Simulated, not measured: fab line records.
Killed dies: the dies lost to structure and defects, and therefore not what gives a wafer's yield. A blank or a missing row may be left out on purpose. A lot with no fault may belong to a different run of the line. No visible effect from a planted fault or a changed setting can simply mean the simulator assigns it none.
8D (eight disciplines) problem report, filled in by code / flow nand-harc / the parts of the form that need people (team, actions taken, sign-off) are left out

## 1. WHAT WENT WRONG
Wafers without a fault read 3.0, standard deviation 2.3; killed-at-periphery at NHARC_END_SORT_01 reads a mean of 82.5 on 2 wafers belonging to 2 lots. That is +35 standard deviations from the usual mean.
Earliest sighting: wafer L481.5 on prober-02 at day 25 19:05. Wafers with a number at this step in the record: 2, from 2 lots. Rule for "out", or "out of limits": more than 4 standard deviations from the usual mean. Any other wafer with a number is counted as sound.

## 2. WHAT IT IS; WHAT IT IS NOT
question=which readings at this step; is=killed-at-periphery, defect-limited-yield, killed-dies, sort_bin_2_pct, sort_bin_3_pct, sort-n-pass, sort-yield-pct; is not=killed-at-array, killed-at-other, killed-open, killed-short
question=which lots; is=L478, L481; is not=-
question=which wafers of those lots; is=all that have a number; is not=-
question=read on which gauges; is=prober-02; is not=-
question=when; is=from day 25 19:05; is not=up to then (0 sound wafers)

## 3. SUSPECTS, AND WHAT RULES EACH OUT
Counting: a tool at a process step up to the reading stays a suspect if it ran every lot that is out and no sound lot after the first of them.
- the gauge at NHARC_END_SORT_01: kept. All the wafers that are out were read on prober-02, and no step on other tools shows them out.
- pecvd-02 at NHARC_P_M2_DEP_33 (deposits SiCN, target thk 30 nm): kept. It ran every lot that is out, first L478 (day 9 12:25), and no sound lot after that.
The count leaves prober-02 at NHARC_END_SORT_01 and pecvd-02 at NHARC_P_M2_DEP_33.

## 4. THE CAUSE (what the simulator had put in)
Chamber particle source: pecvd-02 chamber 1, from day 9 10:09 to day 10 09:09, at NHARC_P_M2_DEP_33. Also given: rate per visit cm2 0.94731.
Counting left 2 suspects, and this tool is among them.

## 5. SEQUENCE OF EFFECTS, ordered by route
Each row: a reading whose mean over the struck wafers that have a number lies more than 3 standard deviations from the usual. Only readings whose record carries a usual standard deviation are examined. hours: median over the lots of the time between each lot's start at the first step of this table that gives one and its start at this step. sigmas: the change, counted in usual standard deviations.
hours=0; step=NHARC_END_SORT_01; reading=defect-limited-yield; usual=95.1 %; on struck wafers=85.2; change=-9.9; sigmas=-5.8
hours=0; step=NHARC_END_SORT_01; reading=killed-at-periphery; usual=3.0; on struck wafers=82.5; change=+79.5; sigmas=+35
hours=0; step=NHARC_END_SORT_01; reading=killed-dies; usual=33; on struck wafers=100; change=+68; sigmas=+5.6
hours=0; step=NHARC_END_SORT_01; reading=sort_bin_2_pct; usual=1.5 %; on struck wafers=6.2; change=+4.7; sigmas=+7.1
hours=0; step=NHARC_END_SORT_01; reading=sort_bin_3_pct; usual=0.25 %; on struck wafers=3.54; change=+3.29; sigmas=+16
hours=0; step=NHARC_END_SORT_01; reading=sort-n-pass; usual=644; on struck wafers=576; change=-68; sigmas=-5.6
hours=0; step=NHARC_END_SORT_01; reading=sort-rim-yield-pct; usual=96.7 %; on struck wafers=87.2; change=-9.5; sigmas=-4.7
hours=0; step=NHARC_END_SORT_01; reading=sort-yield-pct; usual=95.1 %; on struck wafers=85.2; change=-9.9; sigmas=-5.8

## 6. HOW IT WOULD HAVE BEEN CAUGHT EARLIER
In this record the first reading out of limits at a measuring or inspecting step was taken at day 25 19:05, 393 hours after the fault began at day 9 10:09.
Of the tool readings at NHARC_P_M2_DEP_33 for which the record gives a usual standard deviation, none was out on any struck wafer, so an alarm limit of 4 standard deviations on them would not have fired.
By day 25 19:05, every lot that is out (2) had started NHARC_P_M2_DEP_33 on pecvd-02. None of them would have been spared by holding the tool at that moment.
